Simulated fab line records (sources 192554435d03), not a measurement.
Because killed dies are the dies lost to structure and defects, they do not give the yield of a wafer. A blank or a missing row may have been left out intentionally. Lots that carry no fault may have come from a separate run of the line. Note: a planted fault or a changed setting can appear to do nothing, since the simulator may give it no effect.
fab line records	flow n5_finfet	part 1 of 2: steps 1 to 4 of 6
[record] lots = 22	wafers = 66	last_day = 18
route steps=1938 shown BEOL_M9@1422 BEOL_M10@1472
lots that met no fault: taken from a fault-free run of the same line
start_h: hours from the record's first day to the start of the lot's first wafer shown	wait_h: hours elapsed since this lot's preceding step	" repeats the value in the row above	L1.1+2: a single row standing in for several wafers	- no value, or no start given	* or withheld: withheld	< > ~ a bound
route shown NAME@n: a module of which the file shows steps, and the number in the route of the first	usual: mean/standard deviation taken from wafers without a fault	same: alike in all rows	chamber/n: place in a boat	sites: per-site readings	_std_site: how widely they spread, as a standard deviation	_edge_site: the outer-site mean with the inner-site mean subtracted	radius_mm: how far each site lies from the wafer's centre	mask NAME#n: copy n	behind: tool/chamber where the wafer was last shaped	hold: reason for holding the lot/hours on hold/outcome of the hold	device: the transistor (n, p or np) that didn't switch	end of line: tests of these same wafers at the route's end	a step given without rows: its recipe and nothing more	killed: dies lost to structure and defects at the first sort, not the wafer's yield	map: dies across one wafer; x = killed, . = not, _ = none there
set.NAME: the setting the step ran with; set.NAME@STEP: the setting that earlier step ran with	model.NAME: the simulator's own value behind a step, which no gauge read
a sample of lots followed through the steps of the route, with each step as a table and each wafer as a row
services: the hour from which a tool's chamber was out of use, counted from the record's first day as start_h (under 0 if before that day), plus the number of hours and why
[[steps]]
[step N5_BEOL_M9_HM_OPEN_17]
[recipe] chemistry = Cl2/BCl3	target_depth_a = 200	overetch_a = 60	target = TiN	mask_material = SOC	ion_energy_ev = 150	pressure_mtorr = 10	icp_w = 1000	bias_w = 126	Cl2_flow_sccm = 53.25	bcl3_flow_sccm = 21.75	Ar_flow_sccm = 25
[usual] chamber_pressure_mTorr = 10.000/0.0093	drypump_motor_current_A = 5.9/0.33	oes_product_au = 0.68/0.095	throttle_valve_pct = 22.28/0.26
lot.wafer	tool	chamber	start_h	wait_h	chamber_pressure_mTorr	drypump_motor_current_A	oes_product_au	rf_hours_counter_h	throttle_valve_pct
L074.1	rie_metal-02	0	209.41	0.0	10.014	6.1	0.77	12	22.02
L074.2	"	1	"	"	10.003	5.5	0.59	89	22.50
L074.3	"	1	"	"	9.994	5.5	0.59	-	22.50
L077.3	rie_metal-02	1	219.36	0.1	9.998	5.5	0.59	-	22.47
L077.4	"	0	"	"	9.999	6.1	0.78	-	22.00
L077.6	"	1	"	"	9.999	5.5	0.58	-	22.50
L076.3	rie_metal-03	0	225.76	0.1	10.007	6.0	0.69	-	22.52
L076.4	"	1	"	"	9.989	6.0	0.52	-	22.17
L076.6	"	0	"	"	9.986	6.1	0.68	-	22.53
L075.3	rie_metal-02	1	227.48	0.1	10.005	5.5	0.59	-	22.49
L075.4	"	0	"	"	10.017	6.1	0.76	-	22.03
L075.6	"	0	"	"	10.007	6.1	0.77	-	22.04
L078.2	rie_metal-02	0	231.63	0.0	10.002	6.1	0.76	13	22.06
L078.4	"	1	"	"	10.003	5.5	0.59	-	22.49
L078.5	"	0	"	"	10.002	6.1	0.77	-	22.01
L080.1	rie_metal-02	0	237.67	0.0	9.992	6.1	0.76	14	22.03
L080.4	"	0	"	"	10.001	6.1	0.76	-	22.03
L080.6	"	0	"	"	10.013	6.1	0.76	-	22.04
L081.1	rie_metal-02	1	239.45	0.0	9.985	5.5	0.60	90	22.47
L081.2	"	0	"	"	9.987	6.1	0.77	14	22.00
L081.5	"	0	"	"	9.992	6.1	0.77	-	22.00
L082.1	rie_metal-01	1	249.25	0.0	10.004	6.0	0.58	96	22.42
L082.4	"	1	"	"	9.994	6.0	0.57	-	22.45
L082.5	"	1	"	"	10.002	6.0	0.58	-	22.47
L083.1	rie_metal-01	1	256.78	0.0	9.991	6.0	0.58	97	22.45
L083.2	"	1	"	"	10.007	6.0	0.57	-	22.46
L083.5	"	1	"	"	9.999	6.0	0.57	-	22.44
L085.2	rie_metal-01	1	271.29	0.0	10.000	6.0	0.57	99	22.47
L085.4	"	0	"	"	9.986	4.9	0.86	-	21.99
L085.6	"	0	"	"	10.011	4.9	0.85	-	22.02
L086.1	rie_metal-03	1	286.82	0.1	10.007	6.0	0.82	2	21.90
L086.2	"	0	"	"	9.999	6.0	0.68	33	22.52
L086.4	"	1	"	"	10.020	6.0	0.82	-	21.88
L084.1	rie_metal-03	1	290.73	0.0	9.999	6.0	0.82	2	21.88
L084.5	"	1	"	"	10.009	6.0	0.82	-	21.89
L084.6	"	0	"	"	10.000	6.1	0.68	-	22.50
L088.2	rie_metal-01	0	291.93	0.0	9.991	4.9	0.81	2	22.02
L088.5	"	1	"	"	10.015	6.1	0.57	-	22.46
L088.6	"	0	"	"	10.011	4.9	0.82	-	21.99
L090.2	rie_metal-01	1	292.66	0.0	10.019	6.0	0.57	101	22.43
L090.3	"	0	"	"	10.017	4.9	0.82	-	22.00
L090.4	"	1	"	"	9.982	6.0	0.58	-	22.45
L087.1	rie_metal-03	1	292.91	0.0	10.010	6.0	0.80	2	21.91
L087.2	"	0	"	"	10.001	6.1	0.68	34	22.53
L087.6	"	1	"	"	10.002	6.0	0.80	-	21.91
L089.3	rie_metal-02	1	297.08	0.1	10.006	5.5	0.57	-	22.52
L089.4	"	0	"	"	9.989	6.1	0.73	-	22.05
L089.5	"	1	"	"	9.996	5.5	0.56	-	22.52
L091.1	rie_metal-03	0	308.57	0.0	9.997	6.0	0.68	36	22.53
L091.3	"	0	"	"	10.007	6.0	0.68	-	22.52
L091.4	"	0	"	"	9.984	6.0	0.68	-	22.53
L092.2	rie_metal-03	0	317.82	0.0	10.008	6.1	0.67	36	22.56
L092.5	"	0	"	"	9.995	6.1	0.66	-	22.55
L092.6	"	1	"	"	9.992	6.0	0.79	-	21.91
L094.4	rie_metal-03	1	327.72	0.1	10.022	6.0	0.76	-	21.94
L094.5	"	1	"	"	10.000	6.0	0.78	-	21.92
L094.6	"	0	"	"	9.997	6.0	0.66	-	22.54
L093.1	rie_metal-03	1	328.14	0.0	9.992	6.0	0.79	6	21.91
L093.2	"	0	"	"	9.990	6.0	0.67	37	22.53
L093.3	"	1	"	"	10.011	6.0	0.78	-	21.90
L095.2	rie_metal-02	1	335.99	0.0	10.004	5.5	0.56	101	22.51
L095.4	"	1	"	"	9.994	5.5	0.57	-	22.50
L095.5	"	0	"	"	9.987	6.1	0.73	-	22.05
L097.4	rie_metal-03	1	359.10	0.1	9.985	6.0	0.77	-	21.92
L097.5	"	1	"	"	10.003	6.0	0.77	-	21.89
L097.6	"	0	"	"	10.001	6.0	0.66	-	22.55
[step N5_BEOL_M9_CURE_72]
[recipe] temp_c = 370	time_s = 120	ambient = DMADMS/He	material = SiCOH_lowk
[usual] lamp_power_pct = 52.32/0.055	wafer_temp_C_max = 371.9/0.57
lot.wafer	tool	chamber	start_h	wait_h	lamp_power_pct	wafer_temp_C_max
L074.1	uv_cure-01	2	211.51	0.0	52.36	371.8
L074.2	"	2	"	"	52.28	372.1
L074.3	"	2	"	"	52.35	371.7
L077.3	uv_cure-03	1	221.56	0.1	52.33	372.8
L077.4	"	1	"	"	52.35	373.1
L077.6	"	1	"	"	52.37	371.8
L076.3	uv_cure-01	1	227.43	0.2	52.39	372.3
L076.4	"	1	"	"	52.28	372.4
L076.6	"	1	"	"	52.31	371.7
L075.3	uv_cure-02	1	228.99	0.1	52.31	372.1
L075.4	"	1	"	"	52.32	371.8
L075.6	"	1	"	"	52.27	371.6
L078.2	uv_cure-03	1	234.15	0.1	52.33	371.9
L078.4	"	1	"	"	52.32	372.0
L078.5	"	1	"	"	52.31	372.7
L080.1	uv_cure-01	2	239.15	0.0	52.30	371.2
L080.4	"	2	"	"	52.27	372.1
L080.6	"	2	"	"	52.33	372.6
L081.1	uv_cure-02	2	240.83	0.0	52.33	371.7
L081.2	"	2	"	"	52.31	371.8
L081.5	"	2	"	"	52.31	371.5
L082.1	uv_cure-01	1	251.85	0.0	52.40	372.4
L082.4	"	1	"	"	52.29	371.8
L082.5	"	1	"	"	52.34	371.5
L083.1	uv_cure-01	1	261.74	0.1	52.34	372.3
L083.2	"	1	"	"	52.27	371.5
L083.5	"	1	"	"	52.47	372.3
L085.2	uv_cure-03	2	273.84	0.1	52.31	372.8
L085.4	"	2	"	"	52.24	373.0
L085.6	"	2	"	"	52.32	372.4
L086.1	uv_cure-03	1	292.85	0.0	52.37	372.3
L086.2	"	1	"	"	52.38	372.8
L086.4	"	1	"	"	52.30	372.2
L088.2	uv_cure-01	2	294.06	0.1	52.29	371.7
L088.5	"	2	"	"	52.30	372.1
L088.6	"	2	"	"	52.22	371.8
L084.1	uv_cure-01	1	294.31	0.1	52.32	372.1
L084.5	"	1	"	"	52.33	372.7
L084.6	"	1	"	"	52.41	372.3
L090.2	uv_cure-03	1	294.48	0.1	52.28	372.0
L090.3	"	1	"	"	52.31	372.2
L090.4	"	1	"	"	52.32	371.5
L087.1	uv_cure-01	0	294.88	0.0	52.31	371.1
L087.2	"	0	"	"	52.36	371.1
L087.6	"	0	"	"	52.24	370.7
L089.3	uv_cure-03	1	299.16	0.2	52.36	372.5
L089.4	"	1	"	"	52.23	372.1
L089.5	"	1	"	"	52.31	373.3
L091.1	uv_cure-01	2	311.57	0.0	52.39	372.2
L091.3	"	2	"	"	52.35	372.1
L091.4	"	2	"	"	52.28	372.0
L092.2	uv_cure-02	2	319.49	0.1	52.32	371.7
L092.5	"	2	"	"	52.28	371.8
L092.6	"	2	"	"	52.35	371.4
L093.1	uv_cure-03	0	330.07	0.0	52.16	371.9
L093.2	"	0	"	"	52.40	371.6
L093.3	"	0	"	"	52.38	371.1
L094.4	uv_cure-01	0	330.66	0.3	52.33	370.7
L094.5	"	0	"	"	52.31	370.9
L094.6	"	0	"	"	52.31	371.2
L095.2	uv_cure-01	2	337.90	0.1	52.30	371.7
L095.4	"	2	"	"	52.35	371.4
L095.5	"	2	"	"	52.34	371.9
L097.4	uv_cure-03	0	362.55	0.6	52.44	371.3
L097.5	"	0	"	"	52.30	371.2
L097.6	"	0	"	"	52.29	371.7
[step N5_BEOL_M10_THK_MEAS_01]
[recipe] reads = SiCOH_lowk_of_BEOL_M10_ILD_DEP_00
[usual] M10_ILD_THK = 268/3.5
lot.wafer	tool	chamber	start_h	wait_h	M10_ILD_THK[nm]
L074.1	film_metro-01	-	214.69	0.4	269
L074.2	"	-	"	"	268
L074.3	"	-	"	"	267
L077.3	film_metro-01	-	225.25	0.5	265
L077.4	"	-	"	"	269
L077.6	"	-	"	"	267
L076.3	film_metro-01	-	230.34	0.3	266
L076.4	"	-	"	"	267
L076.6	"	-	"	"	267
L075.3	film_metro-01	-	232.80	0.3	263
L075.4	"	-	"	"	269
L075.6	"	-	"	"	267
L078.2	film_metro-02	-	236.88	0.4	265
L078.4	"	-	"	"	272
L078.5	"	-	"	"	268
L080.1	film_metro-02	-	242.68	0.4	269
L080.4	"	-	"	"	271
L080.6	"	-	"	"	276
L081.1	film_metro-02	-	243.46	0.4	269
L081.2	"	-	"	"	271
L081.5	"	-	"	"	277
L082.1	film_metro-02	-	254.87	0.4	262
L082.4	"	-	"	"	269
L082.5	"	-	"	"	265
L083.1	film_metro-02	-	264.52	0.4	264
L083.2	"	-	"	"	264
L083.5	"	-	"	"	269
L085.2	film_metro-02	-	276.87	0.4	265
L085.4	"	-	"	"	268
L085.6	"	-	"	"	268
L088.2	film_metro-01	-	296.92	0.4	268
L088.5	"	-	"	"	271
L088.6	"	-	"	"	269
L086.1	film_metro-01	-	297.17	0.4	264
L086.2	"	-	"	"	265
L086.4	"	-	"	"	270
L084.1	film_metro-02	-	297.23	0.4	266
L084.5	"	-	"	"	274
L084.6	"	-	"	"	271
L090.2	film_metro-02	-	297.44	0.4	266
L090.3	"	-	"	"	267
L090.4	"	-	"	"	272
L087.1	film_metro-01	-	297.94	0.4	265
L087.2	"	-	"	"	264
L087.6	"	-	"	"	269
L089.3	film_metro-01	-	302.05	0.3	264
L089.4	"	-	"	"	269
L089.5	"	-	"	"	269
L091.1	film_metro-01	-	314.96	0.8	263
L091.3	"	-	"	"	268
L091.4	"	-	"	"	266
L092.2	film_metro-02	-	324.46	0.4	271
L092.5	"	-	"	"	274
L092.6	"	-	"	"	274
L093.1	film_metro-02	-	333.25	0.4	264
L093.2	"	-	"	"	265
L093.3	"	-	"	"	266
L094.4	film_metro-01	-	334.26	0.4	269
L094.5	"	-	"	"	273
L094.6	"	-	"	"	268
L095.2	film_metro-01	-	340.91	0.4	270
L095.4	"	-	"	"	274
L095.5	"	-	"	"	272
L097.4	film_metro-02	-	366.93	0.2	268
L097.5	"	-	"	"	269
L097.6	"	-	"	"	267
[step N5_BEOL_M10_ETCH_61]
[recipe] chemistry = CF4	target = SiARC	target_depth_a = 390	mask_material = CAR-ArF	time_s = 65	ion_energy_ev = 80	pressure_mtorr = 40	source_w = 545	bias_w = 36	Ar_flow_sccm = 100	cf4_flow_sccm = 100	ends = cleared
[usual] chamber_pressure_mTorr = 40.00/0.041	drypump_motor_current_A = 5.4/0.38	etch_rf_on_time_s = 65.8/1.2	oes_product_au = 0.64/0.062	rf_vpp_V = 183.9/1.3	showerhead_plenum_p_Torr = 2.13/0.077	throttle_valve_pct = 15.65/0.19
lot.wafer	tool	chamber	start_h	wait_h	chamber_pressure_mTorr	drypump_motor_current_A	etch_rf_on_time_s	oes_product_au	rf_hours_counter_h	rf_vpp_V	showerhead_plenum_p_Torr	throttle_valve_pct
L074.1	rie_diel-05	1	217.01	0.0	39.99	5.5	67.3	0.61	202	182.6	2.05	15.79
L074.2	"	2	"	"	40.07	5.9	65.8	0.60	210	183.5	2.21	15.62
L074.3	"	3	"	"	40.02	5.7	67.8	0.73	29	185.1	2.27	15.42
L077.3	rie_diel-05	2	227.01	0.0	39.96	5.9	65.3	0.60	217	185.3	2.21	15.63
L077.4	"	1	"	"	40.02	5.5	66.9	0.61	209	182.9	2.05	15.81
L077.6	"	1	"	"	40.00	5.5	66.4	0.61	-	183.2	2.05	15.81
L076.3	rie_diel-04	0	232.65	0.0	39.94	5.9	66.0	0.59	210	182.9	2.04	15.84
L076.4	"	2	"	"	40.04	4.8	64.9	0.73	55	182.3	2.09	15.49
L076.6	"	3	"	"	40.00	5.6	67.1	0.58	-	181.8	2.04	15.70
L075.3	rie_diel-04	2	234.81	0.0	40.01	4.8	64.7	0.73	56	183.4	2.09	15.48
L075.4	"	1	"	"	40.02	5.3	64.5	0.60	230	186.8	2.20	15.90
L075.6	"	2	"	"	40.02	4.8	65.3	0.73	-	182.2	2.09	15.48
L078.2	rie_diel-04	1	238.49	0.0	40.03	5.3	65.3	0.59	232	183.9	2.20	15.89
L078.4	"	3	"	"	40.03	5.6	67.2	0.58	210	184.2	2.04	15.69
L078.5	"	1	"	"	40.02	5.3	65.2	0.59	-	185.5	2.20	15.90
L080.1	rie_diel-02	1	245.29	0.0	40.01	4.9	65.3	0.70	58	183.6	2.18	15.39
L080.4	"	0	"	"	40.03	5.7	65.8	0.59	225	182.6	2.03	15.72
L080.6	"	1	"	"	40.01	4.9	64.3	0.71	-	183.5	2.18	15.40
L081.1	rie_diel-04	2	245.88	0.0	39.98	4.8	64.6	0.72	62	182.9	2.09	15.50
L081.2	"	1	"	"	39.96	5.3	64.8	0.59	235	186.0	2.20	15.89
L081.5	"	3	"	"	40.00	5.6	66.5	0.58	-	182.7	2.03	15.70
L082.1	rie_diel-05	0	256.77	0.0	39.93	5.0	66.1	0.67	99	183.3	2.16	15.30
L082.4	"	3	"	"	40.01	5.7	68.2	0.72	42	183.8	2.26	15.45
L082.5	"	0	"	"	40.06	5.0	66.0	0.67	-	185.5	2.16	15.32
L083.1	rie_diel-05	0	266.75	0.0	40.01	5.0	65.4	0.66	102	184.8	2.16	15.31
L083.2	"	2	"	"	40.00	5.9	65.2	0.59	227	184.1	2.20	15.64
L083.5	"	3	"	"	39.99	5.7	67.1	0.71	-	186.2	2.26	15.47
L085.2	rie_diel-02	2	278.05	0.0	39.97	5.9	63.8	0.60	235	185.1	2.20	15.90
L085.4	"	3	"	"	39.98	5.3	65.3	0.72	73	184.2	2.18	15.62
L085.6	"	2	"	"	40.01	5.9	64.0	0.60	-	184.8	2.20	15.89
L088.2	rie_diel-02	0	299.43	0.0	40.02	5.7	67.2	0.57	241	182.7	2.03	15.76
L088.5	"	1	"	"	40.02	4.9	65.7	0.69	-	185.2	2.18	15.41
L088.6	"	2	"	"	40.02	5.9	63.9	0.59	-	185.1	2.20	15.90
L086.1	rie_diel-02	2	299.68	0.0	40.04	5.9	63.9	0.59	242	184.1	2.20	15.90
L086.2	"	0	"	"	40.07	5.7	66.0	0.58	241	181.4	2.03	15.73
L086.4	"	3	"	"	39.96	5.4	65.0	0.72	79	184.2	2.18	15.63
L084.1	rie_diel-04	2	299.86	0.0	39.99	4.8	66.0	0.70	82	184.0	2.08	15.55
L084.5	"	2	"	"	40.02	4.8	66.0	0.70	-	183.2	2.08	15.54
L084.6	"	0	"	"	40.02	5.9	66.7	0.57	-	182.7	2.04	15.90
L090.2	rie_diel-02	2	300.02	0.0	39.95	5.9	63.4	0.59	242	184.8	2.20	15.91
L090.3	"	3	"	"	39.98	5.4	65.0	0.72	79	185.3	2.18	15.61
L090.4	"	0	"	"	39.99	5.7	66.3	0.57	242	180.6	2.03	15.74
L087.1	rie_diel-05	1	300.21	0.0	39.93	5.5	67.2	0.60	230	183.4	2.04	15.86
L087.2	"	0	"	"	40.03	5.0	65.3	0.65	116	183.7	2.15	15.34
L087.6	"	0	"	"	39.97	4.9	65.6	0.65	-	183.6	2.15	15.34
L089.3	rie_diel-02	3	304.15	0.0	39.99	5.4	66.4	0.70	81	184.0	2.18	15.63
L089.4	"	0	"	"	39.96	5.6	66.9	0.57	243	183.5	2.03	15.75
L089.5	"	2	"	"	39.94	5.9	63.7	0.60	-	184.2	2.19	15.91
L091.1	rie_diel-02	1	316.93	0.0	39.99	5.0	64.9	0.68	82	184.8	2.17	15.43
L091.3	"	2	"	"	39.96	5.9	63.8	0.59	248	184.9	2.19	15.92
L091.4	"	1	"	"	39.96	5.0	64.6	0.69	-	184.2	2.17	15.42
L092.2	rie_diel-05	0	326.71	0.0	40.00	5.0	65.7	0.64	126	183.2	2.15	15.36
L092.5	"	0	"	"	40.02	5.0	66.1	0.64	-	182.9	2.15	15.36
L092.6	"	1	"	"	40.00	5.5	68.8	0.58	-	182.2	2.04	15.88
L093.1	rie_diel-02	0	335.13	0.0	39.94	5.7	66.6	0.57	258	183.7	2.02	15.78
L093.2	"	3	"	"	40.09	5.4	65.2	0.70	87	184.7	2.17	15.64
L093.3	"	1	"	"	40.05	4.9	65.5	0.68	92	184.2	2.17	15.45
L094.4	rie_diel-04	2	336.07	0.0	40.00	4.8	66.5	0.68	97	183.4	2.08	15.59
L094.5	"	0	"	"	39.91	5.9	66.9	0.56	-	182.5	2.03	15.91
L094.6	"	1	"	"	40.02	5.3	64.2	0.79	-	185.0	2.19	15.48
L095.2	rie_diel-02	1	343.74	0.0	39.95	4.9	65.8	0.67	96	184.8	2.17	15.45
L095.4	"	0	"	"	40.05	5.7	66.8	0.57	-	181.8	2.02	15.80
L095.5	"	1	"	"	39.97	5.0	65.6	0.67	-	184.5	2.17	15.46
L097.4	rie_diel-05	1	368.94	0.0	39.97	5.6	67.4	0.58	-	183.9	2.04	15.91
L097.5	"	0	"	"	39.96	4.9	65.2	0.64	-	183.0	2.14	15.39
L097.6	"	3	"	"	40.02	5.7	68.4	0.66	-	185.1	2.25	15.53
